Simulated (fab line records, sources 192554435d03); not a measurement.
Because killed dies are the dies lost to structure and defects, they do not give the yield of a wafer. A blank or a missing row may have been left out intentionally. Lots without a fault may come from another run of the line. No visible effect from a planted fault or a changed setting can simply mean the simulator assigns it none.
fab line records | flow n5Finfet
record: lots: 12 wafers: 36 lastDay: 18
route steps=1938 shown BEOL_M6@1254 PASSIVATION@1909
lots untouched by any fault: they come from a run of this same line in which no faults occurred
startH: start of the lot's first displayed wafer, in hours after the record's first day | waitH: time in hours since the lot's previous step | " same as the row above | L1.1+2: several wafers, shown together as one row | - either no value or no given start | * or withheld: withheld | < > ~ a bound
route shown NAME@n: a module of which the file shows steps, and the number in the route of the first | usual: average and standard deviation across the fault-free wafers | same: alike in all rows | chamber/n: place in a boat | sites: the reading at each site | _std_site: their standard deviation | _edge_site: mean of outer sites minus mean of inner sites | radiusMm: for every site, how far away it sits from the centre of the wafer | mask NAME#n: copy n | behind: the most recent tool/chamber to have shaped the wafer | hold: cause of the lot's hold/its duration in hours/its outcome | device: transistor that didn't switch, given as n, p or np | end of line: the same wafers' tests at the end of the route | a step given without rows: its recipe and nothing more | killed: dies that structure and defects cost at the first sort, which is not the same as the wafer's yield | map: dies across one wafer; x = killed, . = not, _ = none there
set.NAME: the run value of the setting; set.NAME@STEP: its run value at that earlier step | model.NAME: the simulator's own value behind a step, which no gauge read
the route's steps for a sample of lots (tables are steps, rows are wafers)
services: the hour from which a tool's chamber was out of use, counted from the record's first day as startH (under 0 if before that day), plus the number of hours and why
== steps ==
step: N5_BEOL_M6_SPUTTER_48
recipe: material: Cu targetThkA: 100 tempC: -20 biasV: 60 powerW: 26000 chamberPressurePa: 0.13 timeS: 1.667
usual: substrateTempC: -20.01/0.11 throttleValvePct: 30.0/0.88
columns lot.wafer tool chamber startH waitH substrateTempC throttleValvePct
L971.1 pvdSputter-03 - 226.30 0.1 -20.03 29.5
L971.4 " - " " -20.07 29.2
L971.5 " - " " -20.05 29.5
L974.1 pvdSputter-01 - 238.44 0.1 -19.91 31.3
L974.3 " - " " -19.93 30.9
L974.5 " - " " -19.97 31.4
L975.4 pvdSputter-01 - 238.52 0.1 -19.93 29.2
L975.5 " - " " -19.94 29.8
L975.6 " - " " -19.89 29.4
L976.2 pvdSputter-02 - 249.68 0.2 -20.10 30.6
L976.3 " - " " -19.92 30.3
L976.4 " - " " -19.83 28.5
L977.2 pvdSputter-01 - 259.25 0.1 -20.19 31.5
L977.3 " - " " -20.02 29.3
L977.5 " - " " -20.17 31.1
L978.2 pvdSputter-02 - 266.86 0.1 -19.92 30.9
L978.3 " - " " -20.18 30.3
L978.5 " - " " -19.97 29.6
L980.1 pvdSputter-03 - 281.98 0.1 -20.18 29.6
L980.2 " - " " -19.90 29.1
L980.5 " - " " -20.03 30.5
L979.3 pvdSputter-01 - 289.90 0.1 -20.02 30.9
L979.4 " - " " -19.96 31.3
L979.5 " - " " -20.00 31.3
L982.1 pvdSputter-02 - 295.29 0.1 -20.12 30.5
L982.4 " - " " -20.06 29.5
L982.6 " - " " -19.81 29.7
L989.3 pvdSputter-01 - 326.80 0.1 -20.07 29.9
L989.4 " - " " -20.01 31.2
L989.6 " - " " -20.05 31.4
L991.2 pvdSputter-02 - 327.44 0.1 -20.07 28.4
L991.3 " - " " -19.93 31.0
L991.5 " - " " -20.06 29.7
L992.3 pvdSputter-03 - 348.61 0.1 -20.09 30.3
L992.5 " - " " -20.14 30.8
L992.6 " - " " -20.17 29.5
step: N5_PASSIVATION_AL_ETCH_33
recipe: chemistry: Cl2/BCl3 targetDepthA: 28000 overEtchFrac: 0.15 Cl2_flow_sccm: 180 bcl3FlowSccm: 60 target: Al stopOn: TaN timeS: 466.7 ionEnergyEv: 100 pressureMtorr: 10 icpW: 900 biasW: 100
usual: drypumpMotorCurrentA: 5.5/0.37 oesProductAu: 0.69/0.07 throttleValvePct: 34.24/0.14
same: overEtchFrac: 0.15
columns lot.wafer tool chamber startH waitH drypumpMotorCurrentA oesProductAu rfHoursCounterH throttleValvePct
L971.1 rieMetal-03 1 310.34 0.1 5.8 0.62 78 34.30
L971.4 " 1 " " 5.8 0.61 - 34.31
L971.5 " 0 " " 5.7 0.81 - 34.07
L974.1 rieMetal-03 1 318.25 0.1 5.8 0.62 79 34.30
L974.3 " 1 " " 5.8 0.62 - 34.30
L974.5 " 1 " " 5.8 0.61 - 34.29
L975.4 rieMetal-02 0 318.55 0.2 4.9 0.64 - 34.41
L975.5 " 1 " " 5.8 0.71 - 34.25
L975.6 " 0 " " 4.9 0.65 - 34.40
L976.2 rieMetal-03 1 328.13 0.1 5.8 0.61 80 34.30
L976.3 " 1 " " 5.8 0.62 - 34.30
L976.4 " 0 " " 5.7 0.81 - 34.04
L977.2 rieMetal-03 0 343.81 0.1 5.7 0.81 9 34.03
L977.3 " 1 " " 5.8 0.61 - 34.31
L977.5 " 0 " " 5.7 0.80 - 34.06
L978.2 rieMetal-02 1 348.81 0.1 5.8 0.70 43 34.25
L978.3 " 0 " " 4.9 0.64 - 34.42
L978.5 " 1 " " 5.8 0.70 - 34.26
L980.1 rieMetal-02 0 356.63 0.1 4.9 0.64 68 34.39
L980.2 " 1 " " 5.8 0.70 44 34.22
L980.5 " 1 " " 5.8 0.71 - 34.23
L979.3 rieMetal-01 1 371.02 0.3 5.3 0.72 - 34.11
L979.4 " 1 " " 5.3 0.72 - 34.11
L979.5 " 1 " " 5.3 0.74 - 34.09
L982.1 rieMetal-02 1 374.76 0.1 5.8 0.71 46 34.25
L982.4 " 1 " " 5.8 0.70 - 34.23
L982.6 " 1 " " 5.8 0.70 - 34.24
L989.3 rieMetal-02 0 409.47 0.2 4.9 0.62 - 34.42
L989.4 " 1 " " 5.8 0.69 - 34.24
L989.6 " 1 " " 5.8 0.69 - 34.25
L991.2 rieMetal-03 0 410.24 0.1 5.7 0.78 15 34.06
L991.3 " 0 " " 5.7 0.79 - 34.05
L991.5 " 1 " " 5.8 0.61 - 34.28
L992.3 rieMetal-03 1 422.22 0.2 5.8 0.59 - 34.35
L992.5 " 0 " " 5.7 0.77 - 34.08
L992.6 " 1 " " 5.8 0.59 - 34.34
step: N5_PASSIVATION_CD_MEAS_44
recipe: targetCdNm: 40000 landingEnergyEv: 500 detector: seInlens
usual: cdNm: 39999/2.9
columns lot.wafer tool chamber startH waitH cdNm
L971.1 cdSem-02 0 311.96 - 39994
L971.4 " 0 " " 39992
L971.5 " 0 " " 39994
L974.1 cdSem-02 0 319.94 - 40005
L974.3 " 0 " " 39998
L974.5 " 0 " " 40000
L975.4 cdSem-01 0 320.11 - 40005
L975.5 " 0 " " 39997
L975.6 " 0 " " 39997
L976.2 cdSem-02 0 329.83 - 40002
L976.3 " 0 " " 39996
L976.4 " 0 " " 39999
L977.2 cdSem-02 0 345.40 - 39997
L977.3 " 0 " " 40001
L977.5 " 0 " " 39997
L978.2 cdSem-03 0 350.49 - 39999
L978.3 " 0 " " 39997
L978.5 " 0 " " 39993
L980.1 cdSem-03 0 358.25 - 40001
L980.2 " 0 " " 40001
L980.5 " 0 " " 40001
L979.3 cdSem-02 0 372.95 - 39993
L979.4 " 0 " " 39995
L979.5 " 0 " " 40001
L982.1 cdSem-03 0 376.45 - 40000
L982.4 " 0 " " 40001
L982.6 " 0 " " 40003
L989.3 cdSem-02 0 410.90 - 39998
L989.4 " 0 " " 39998
L989.6 " 0 " " 39998
L991.2 cdSem-02 0 411.99 - 40001
L991.3 " 0 " " 39997
L991.5 " 0 " " 40001
L992.3 cdSem-02 0 423.69 - 39995
L992.5 " 0 " " 40001
L992.6 " 0 " " 39994
step: N5_PASSIVATION_PROBE_49
usual: defectLimitedYield: 91.2/1.4 killed_at_M0_to_M3: 34/9.7 killed_at_M4_up: 14/5.2 killedAtContacts: 13/6.7 killedAtFrontEnd: 39/11 killedAtOther: 3.6/2.6 killedDies: 104/17 killedOpen: 69/12 killedShort: 34/8.2 sort_bin_5_function: 5.3/0.89 sort_bin_6_memory: 3.2/0.69 sortNPass: 1076/17 sortYieldPct: 91.2/1.4
same: grossDies: 1180 killedAtBackSide: 0 sort_bin_4_leakage[%]: 0 sort_bin_8_speed[%]: 0
columns lot.wafer tool chamber startH waitH defectLimitedYield[%] killed_at_M0_to_M3 killed_at_M4_up killedAtContacts killedAtFrontEnd killedAtOther killedDies killedOpen killedShort sort_bin_5_function[%] sort_bin_6_memory[%] sortNPass sortYieldPct[%]
L971.1 prober-01 - 315.11 0.0 91.6 25 18 13 40 3 99 73 22 4.9 3.1 1081 91.6
L971.4 prober-01 - 315.26 0.2 89.7 39 6 17 55 4 121 86 31 5.9 4.0 1059 89.7
L971.5 prober-01 - 315.31 0.2 91.9 33 11 16 33 3 96 61 33 4.7 2.9 1084 91.9
L974.1 prober-01 - 323.40 0.0 94.0 20 11 17 23 0 71 46 25 3.7 1.9 1109 94.0
L974.3 prober-01 - 323.50 0.1 92.6 30 11 12 31 3 87 69 16 5.0 2.0 1093 92.6
L974.5 prober-01 - 323.60 0.2 90.4 65 17 8 20 3 113 89 24 6.7 2.9 1067 90.4
L975.4 prober-02 - 323.95 0.2 91.4 39 20 6 31 5 101 72 29 4.7 3.5 1079 91.4
L975.5 prober-02 - 324.00 0.2 92.8 27 11 13 32 2 85 51 33 4.7 2.3 1095 92.8
L975.6 prober-02 - 324.05 0.3 90.5 40 14 10 39 9 112 76 36 6.0 3.0 1068 90.5
L976.2 prober-02 - 333.02 0.1 91.3 45 12 13 31 2 103 65 37 5.2 3.1 1077 91.3
L976.3 prober-02 - 333.07 0.1 94.6 15 7 10 26 6 64 37 26 3.5 1.5 1116 94.6
L976.4 prober-02 - 333.12 0.2 90.5 30 15 35 29 3 112 71 37 5.6 3.4 1068 90.5
L977.2 prober-02 - 348.57 0.1 90.4 48 16 15 33 1 113 73 40 5.9 3.1 1067 90.4
L977.3 prober-02 - 348.62 0.1 90.8 37 22 17 27 6 109 71 38 6.2 3.0 1071 90.8
L977.5 prober-02 - 348.72 0.2 89.9 47 17 16 37 2 119 84 35 5.9 3.7 1061 89.9
L978.2 prober-01 - 353.68 0.1 92.2 30 11 6 41 4 92 52 38 4.7 3.0 1088 92.2
L978.3 prober-01 - 353.73 0.1 92.2 30 11 2 48 1 92 68 23 4.3 3.1 1088 92.2
L978.5 prober-01 - 353.83 0.2 91.9 36 7 5 43 5 96 57 38 4.5 3.4 1084 91.9
L980.1 prober-02 - 361.38 0.0 89.2 32 13 13 66 4 128 85 36 5.1 4.8 1052 89.2
L980.2 prober-02 - 361.43 0.1 90.3 35 17 6 50 6 114 69 44 6.3 3.1 1066 90.3
L980.5 prober-02 - 361.58 0.2 91.9 23 12 7 46 7 95 67 28 5.1 2.7 1085 91.9
L979.3 prober-02 - 376.19 0.1 91.2 46 19 13 23 3 104 76 28 5.2 3.4 1076 91.2
L979.4 prober-02 - 376.24 0.2 90.8 33 16 24 26 10 109 73 35 5.8 3.1 1071 90.8
L979.5 prober-02 - 376.29 0.2 89.2 47 16 19 41 4 127 94 32 5.9 4.6 1053 89.2
L982.1 prober-02 - 379.59 0.0 93.6 24 8 10 32 2 76 53 21 4.2 2.2 1104 93.6
L982.4 prober-02 - 379.74 0.2 93.4 29 9 7 33 0 78 50 25 3.9 2.4 1102 93.4
L982.6 prober-02 - 379.84 0.3 92.6 27 12 5 42 1 87 52 35 4.0 3.1 1093 92.6
L989.3 prober-02 - 414.19 0.1 89.2 43 9 14 60 1 127 90 33 6.9 3.1 1053 89.2
L989.4 prober-02 - 414.24 0.2 81.7 32 134 18 31 1 216 68 24 12.1 4.2 964 81.7
L989.6 prober-02 - 414.34 0.3 92.3 30 11 8 41 1 91 63 28 4.2 3.4 1089 92.3
L991.2 prober-02 - 415.21 0.1 88.2 41 27 11 58 2 139 93 46 7.2 4.2 1041 88.2
L991.3 prober-02 - 415.26 0.1 90.4 39 17 6 48 3 113 68 45 5.5 4.0 1067 90.4
L991.5 prober-02 - 415.36 0.2 90.0 56 12 13 35 2 118 70 47 5.8 3.6 1062 90.0
L992.3 prober-01 - 427.16 0.1 93.5 24 12 9 30 2 77 48 29 4.0 2.3 1103 93.5
L992.5 prober-01 - 427.26 0.2 94.6 20 9 4 30 1 64 42 21 4.0 1.4 1116 94.6
L992.6 prober-01 - 427.31 0.3 90.3 40 15 13 43 3 114 81 32 5.8 3.8 1066 90.3
killed by level:class
L971.1 FIN_SAQP:geometricParticle:open=15 MOL_CONTACT_COAG:geometricParticle:open=11 BEOL_M4:geometricParticle:open=11 BEOL_M0_SAQP:geometricParticle:open=9 BEOL_M3:geometricParticle:open=8 FIN_SAQP:geometricParticle:short=4 STARTING-WAFER:geometricParticle:open=4 STI_FIN_REVEAL:geometricParticle:open=3
L971.4 STI_FIN_REVEAL:geometricParticle:open=16 FIN_SAQP:geometricParticle:open=15 MOL_CONTACT_COAG:geometricParticle:open=15 BEOL_M0_SAQP:geometricParticle:open=11 BEOL_M3:geometricParticle:open=9 FIN_SAQP:geometricParticle:short=8 BEOL_M0_SAQP:geometricParticle:short=6 BEOL_M1:geometricParticle:open=5
L971.5 MOL_CONTACT_COAG:geometricParticle:open=12 BEOL_M2:geometricParticle:open=11 BEOL_M0_SAQP:geometricParticle:open=9 BEOL_M4:geometricParticle:open=8 BEOL_M0_SAQP:geometricParticle:short=7 FIN_SAQP:geometricParticle:short=6 FIN_SAQP:geometricParticle:open=4 DUMMY_GATE:geometricParticle:open=4
L974.1 MOL_CONTACT_COAG:geometricParticle:open=13 BEOL_M1:geometricParticle:open=8 BEOL_M4:geometricParticle:open=8 FIN_SAQP:geometricParticle:short=6 STI_FIN_REVEAL:geometricParticle:open=4 MOL_CONTACT_COAG:geometricParticle:short=4 BEOL_M2:geometricParticle:open=4 GATE_CUT:geometricParticle:short=3
L974.3 BEOL_M2:geometricParticle:open=12 STI_FIN_REVEAL:geometricParticle:open=10 MOL_CONTACT_COAG:geometricParticle:open=9 BEOL_M3:geometricParticle:open=9 BEOL_M4:geometricParticle:open=7 GATE_CUT:geometricParticle:short=5 DUMMY_GATE:geometricParticle:open=3 GATE_CUT:geometricParticle:open=3
L974.5 BEOL_M3:geometricParticle:open=21 BEOL_M4:geometricParticle:open=11 BEOL_M0_SAQP:geometricParticle:open=10 BEOL_M2:geometricParticle:open=10 BEOL_M0_SAQP:geometricParticle:short=9 BEOL_M1:geometricParticle:open=9 MOL_CONTACT_COAG:geometricParticle:open=7 GATE_CUT:geometricParticle:open=6
L975.4 BEOL_M4:geometricParticle:open=11 BEOL_M3:geometricParticle:open=8 BEOL_M0_SAQP:geometricParticle:open=7 BEOL_M2:geometricParticle:open=7 DUMMY_GATE:geometricParticle:open=6 MOL_CONTACT_COAG:geometricParticle:open=5 BEOL_M1:geometricParticle:open=5 FIN_SAQP:geometricParticle:short=4
L975.5 BEOL_M0_SAQP:geometricParticle:open=10 FIN_SAQP:geometricParticle:short=9 MOL_CONTACT_COAG:geometricParticle:open=9 FIN_SAQP:geometricParticle:open=6 BEOL_M0_SAQP:geometricParticle:short=5 MOL_CONTACT_COAG:geometricParticle:short=4 BEOL_M3:geometricParticle:open=4 BEOL_M5:geometricParticle:open=4
L975.6 STI_FIN_REVEAL:geometricParticle:open=12 BEOL_M0_SAQP:geometricParticle:open=12 FIN_SAQP:geometricParticle:open=9 BEOL_M4:geometricParticle:open=9 FIN_SAQP:geometricParticle:short=8 MOL_CONTACT_COAG:geometricParticle:open=7 BEOL_M2:geometricParticle:open=7 BEOL_M0_SAQP:geometricParticle:short=6
L976.2 BEOL_M0_SAQP:geometricParticle:short=14 BEOL_M0_SAQP:geometricParticle:open=13 MOL_CONTACT_COAG:geometricParticle:open=10 DUMMY_GATE:geometricParticle:open=8 BEOL_M2:geometricParticle:open=5 BEOL_M3:geometricParticle:open=5 FIN_SAQP:geometricParticle:open=4 DUMMY_GATE:geometricParticle:short=4
L976.3 MOL_CONTACT_COAG:geometricParticle:open=10 ILD0:geometricParticle:short=6 FIN_SAQP:geometricParticle:short=4 GATE_CUT:geometricParticle:short=4 BEOL_M0_SAQP:geometricParticle:short=4 BEOL_M1:geometricParticle:open=3 BEOL_M3:geometricParticle:open=3 BEOL_M5:geometricParticle:open=3
L976.4 MOL_CONTACT_COAG:geometricParticle:open=31 BEOL_M0_SAQP:geometricParticle:open=12 FIN_SAQP:geometricParticle:short=7 ILD0:geometricParticle:short=6 BEOL_M0_SAQP:geometricParticle:short=6 ILD0:geometricParticle:open=4 MOL_CONTACT_COAG:geometricParticle:short=4 BEOL_M2:geometricParticle:open=3
L977.2 BEOL_M0_SAQP:geometricParticle:short=14 BEOL_M1:geometricParticle:open=14 MOL_CONTACT_COAG:geometricParticle:open=13 BEOL_M0_SAQP:geometricParticle:open=9 DUMMY_GATE:geometricParticle:open=7 FIN_SAQP:geometricParticle:short=6 BEOL_M4:geometricParticle:open=6 BEOL_M2:geometricParticle:open=5
L977.3 MOL_CONTACT_COAG:geometricParticle:open=12 BEOL_M1:geometricParticle:open=11 BEOL_M4:geometricParticle:open=9 DUMMY_GATE:geometricParticle:open=8 BEOL_M0_SAQP:geometricParticle:open=8 BEOL_M0_SAQP:geometricParticle:short=7 FIN_SAQP:geometricParticle:short=5 STI_FIN_REVEAL:geometricParticle:open=5
L977.5 BEOL_M1:geometricParticle:open=18 MOL_CONTACT_COAG:geometricParticle:open=12 STI_FIN_REVEAL:geometricParticle:open=8 BEOL_M4:geometricParticle:open=8 BEOL_M3:geometricParticle:open=7 FIN_SAQP:geometricParticle:short=6 DUMMY_GATE:geometricParticle:open=5 GATE_CUT:geometricParticle:short=5
L978.2 FIN_SAQP:geometricParticle:open=13 FIN_SAQP:geometricParticle:short=12 MOL_CONTACT_COAG:geometricParticle:open=6 BEOL_M1:geometricParticle:open=6 STI_FIN_REVEAL:geometricParticle:open=5 BEOL_M3:geometricParticle:open=5 BEOL_M2:geometricParticle:short=4 BEOL_M4:geometricParticle:short=4
L978.3 FIN_SAQP:geometricParticle:open=13 BEOL_M3:geometricParticle:open=13 FIN_SAQP:geometricParticle:short=10 STI_FIN_REVEAL:geometricParticle:open=10 BEOL_M1:geometricParticle:open=8 BEOL_M4:geometricParticle:open=6 BEOL_M5:geometricParticle:open=5 BEOL_M0_SAQP:geometricParticle:open=3
L978.5 FIN_SAQP:geometricParticle:short=16 BEOL_M1:geometricParticle:open=10 FIN_SAQP:geometricParticle:open=9 STI_FIN_REVEAL:geometricParticle:open=6 BEOL_M0_SAQP:geometricParticle:short=5 STARTING-WAFER:geometricParticle:open=4 BEOL_M0_SAQP:geometricParticle:open=4 BEOL_M3:geometricParticle:open=4
L980.1 FIN_SAQP:geometricParticle:open=17 STI_FIN_REVEAL:geometricParticle:open=17 MOL_CONTACT_COAG:geometricParticle:open=11 FIN_SAQP:geometricParticle:short=8 GATE_CUT:geometricParticle:short=7 BEOL_M0_SAQP:geometricParticle:short=7 BEOL_M2:geometricParticle:open=7 HKMG_FIN:areaEtch=6
L980.2 FIN_SAQP:geometricParticle:short=15 BEOL_M0_SAQP:geometricParticle:open=9 BEOL_M2:geometricParticle:open=9 STI_FIN_REVEAL:geometricParticle:open=8 GATE_CUT:geometricParticle:short=6 BEOL_M1:geometricParticle:open=6 BEOL_M4:geometricParticle:open=5 FIN_SAQP:geometricParticle:open=4
L980.5 STI_FIN_REVEAL:geometricParticle:open=14 FIN_SAQP:geometricParticle:open=8 BEOL_M3:geometricParticle:open=6 MOL_CONTACT_COAG:geometricParticle:open=6 DUMMY_GATE:geometricParticle:open=5 FIN_SAQP:geometricParticle:short=4 ILD0:geometricParticle:short=4 BEOL_M0_SAQP:geometricParticle:short=4
L979.3 BEOL_M1:geometricParticle:open=15 BEOL_M0_SAQP:geometricParticle:short=11 MOL_CONTACT_COAG:geometricParticle:open=9 BEOL_M4:geometricParticle:open=9 BEOL_M0_SAQP:geometricParticle:open=5 BEOL_M2:geometricParticle:open=5 STI_FIN_REVEAL:geometricParticle:open=4 DUMMY_GATE:geometricParticle:open=4
L979.4 MOL_CONTACT_COAG:geometricParticle:open=16 BEOL_M0_SAQP:geometricParticle:open=9 MOL_CONTACT_COAG:geometricParticle:short=8 BEOL_M4:geometricParticle:open=8 BEOL_M1:geometricParticle:short=6 STI_FIN_REVEAL:geometricParticle:open=5 BEOL_M1:geometricParticle:open=5 FIN_SAQP:geometricParticle:open=4
L979.5 MOL_CONTACT_COAG:geometricParticle:open=15 BEOL_M1:geometricParticle:open=11 FIN_SAQP:geometricParticle:open=10 BEOL_M0_SAQP:geometricParticle:open=10 FIN_SAQP:geometricParticle:short=8 BEOL_M2:geometricParticle:open=7 BEOL_M5:geometricParticle:open=6 BEOL_M0_SAQP:geometricParticle:short=6
L982.1 FIN_SAQP:geometricParticle:open=9 BEOL_M3:geometricParticle:open=8 MOL_CONTACT_COAG:geometricParticle:open=6 STARTING-WAFER:geometricParticle:open=6 BEOL_M0_SAQP:geometricParticle:open=5 FIN_SAQP:geometricParticle:short=4 GATE_CUT:geometricParticle:open=4 MOL_CONTACT_COAG:geometricParticle:short=4
L982.4 FIN_SAQP:geometricParticle:open=9 BEOL_M3:geometricParticle:open=7 FIN_SAQP:geometricParticle:short=6 BEOL_M0_SAQP:geometricParticle:short=6 BEOL_M2:geometricParticle:open=6 MOL_CONTACT_COAG:geometricParticle:open=5 DUMMY_GATE:geometricParticle:open=4 GATE_CUT:geometricParticle:short=3
L982.6 FIN_SAQP:geometricParticle:short=17 FIN_SAQP:geometricParticle:open=13 BEOL_M2:geometricParticle:open=12 BEOL_M4:geometricParticle:open=5 BEOL_M3:geometricParticle:open=4 MOL_CONTACT_COAG:geometricParticle:short=3 BEOL_M0_SAQP:geometricParticle:short=3 BEOL_M0_SAQP:geometricParticle:open=3
L989.3 STI_FIN_REVEAL:geometricParticle:open=21 BEOL_M2:geometricParticle:open=16 MOL_CONTACT_COAG:geometricParticle:open=9 FIN_SAQP:geometricParticle:open=8 BEOL_M1:geometricParticle:open=8 BEOL_M1:geometricParticle:short=7 BEOL_M4:geometricParticle:open=6 FIN_SAQP:geometricParticle:short=5
L989.4 BEOL_M6:unspecified=122 MOL_CONTACT_COAG:geometricParticle:open=15 BEOL_M2:geometricParticle:open=9 BEOL_M0_SAQP:geometricParticle:open=8 BEOL_M0_SAQP:geometricParticle:short=7 STI_FIN_REVEAL:geometricParticle:open=6 BEOL_M3:geometricParticle:open=6 DUMMY_GATE:geometricParticle:open=5
L989.6 STI_FIN_REVEAL:geometricParticle:open=19 MOL_CONTACT_COAG:geometricParticle:open=6 BEOL_M0_SAQP:geometricParticle:short=6 BEOL_M3:geometricParticle:open=6 GATE_CUT:geometricParticle:short=5 DUMMY_GATE:geometricParticle:open=4 BEOL_M0_SAQP:geometricParticle:open=4 BEOL_M2:geometricParticle:open=4
L991.2 FIN_SAQP:geometricParticle:open=18 BEOL_M4:geometricParticle:open=18 BEOL_M0_SAQP:geometricParticle:short=17 STI_FIN_REVEAL:geometricParticle:open=15 BEOL_M0_SAQP:geometricParticle:open=9 MOL_CONTACT_COAG:geometricParticle:open=8 BEOL_M1:geometricParticle:open=8 FIN_SAQP:geometricParticle:short=7
L991.3 FIN_SAQP:geometricParticle:short=16 FIN_SAQP:geometricParticle:open=14 BEOL_M0_SAQP:geometricParticle:short=13 BEOL_M0_SAQP:geometricParticle:open=12 BEOL_M4:geometricParticle:open=9 BEOL_M1:geometricParticle:open=8 MOL_CONTACT_COAG:geometricParticle:open=5 GATE_CUT:geometricParticle:short=4
L991.5 BEOL_M0_SAQP:geometricParticle:short=26 BEOL_M0_SAQP:geometricParticle:open=18 FIN_SAQP:geometricParticle:open=10 MOL_CONTACT_COAG:geometricParticle:open=9 FIN_SAQP:geometricParticle:short=8 BEOL_M3:geometricParticle:open=6 BEOL_M4:geometricParticle:open=5 STI_FIN_REVEAL:geometricParticle:open=4
L992.3 BEOL_M0_SAQP:geometricParticle:short=11 FIN_SAQP:geometricParticle:open=10 STI_FIN_REVEAL:geometricParticle:open=6 MOL_CONTACT_COAG:geometricParticle:open=5 BEOL_M8:geometricParticle:open=5 MOL_CONTACT_COAG:geometricParticle:short=4 BEOL_M0_SAQP:geometricParticle:open=4 BEOL_M4:geometricParticle:open=4
L992.5 FIN_SAQP:geometricParticle:open=9 BEOL_M2:geometricParticle:open=7 BEOL_M0_SAQP:geometricParticle:open=6 STI_FIN_REVEAL:geometricParticle:open=5 GATE_CUT:geometricParticle:short=5 FIN_SAQP:geometricParticle:short=3 STI_FIN_REVEAL:geometricParticle:short=3 MOL_CONTACT_COAG:geometricParticle:open=3
L992.6 FIN_SAQP:geometricParticle:open=21 MOL_CONTACT_COAG:geometricParticle:open=9 BEOL_M2:geometricParticle:open=9 BEOL_M3:geometricParticle:open=9 STI_FIN_REVEAL:geometricParticle:open=7 BEOL_M0_SAQP:geometricParticle:open=7 BEOL_M0_SAQP:geometricParticle:short=5 BEOL_M1:geometricParticle:short=5
== services ==
columns tool chamber startH hours kind
rieMetal-02 - 236.05 14.6 pm
rieMetal-01 0 370.59 6.8 repair
rieMetal-01 0 377.41 - clean
rieMetal-01 0 377.41 33.7 scheduledDown
rieMetal-01 0 377.41 33.7 ventCycle
== key ==
firstSign: step: N5_PASSIVATION_PROBE_49 reading: killed_at_M4_up direction: up sigmas: 23 usual: 14 struck: 134
effect: step: N5_PASSIVATION_PROBE_49 reading: defectLimitedYield direction: down sigmas: 6.7 usual: 91.2 struck: 81.7
moreKillsBornAt: N5_BEOL_M6_SPUTTER_48@pvdSputter-01: 122
metAt N5_BEOL_M6_SPUTTER_48
struckLots L989
struckWafers L989.4
notActingAt N5_PASSIVATION_AL_ETCH_33,N5_PASSIVATION_CD_MEAS_44
onsetBetween 289.90 326.80
fault: kind: chamberParticleSource tool: pvdSputter-01 chamber: - onsetH: 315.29 steps: N5_BEOL_M6_SPUTTER_48 ratePerVisitCm2: 0.83788 endH: 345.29 scope: struckWafersOnly
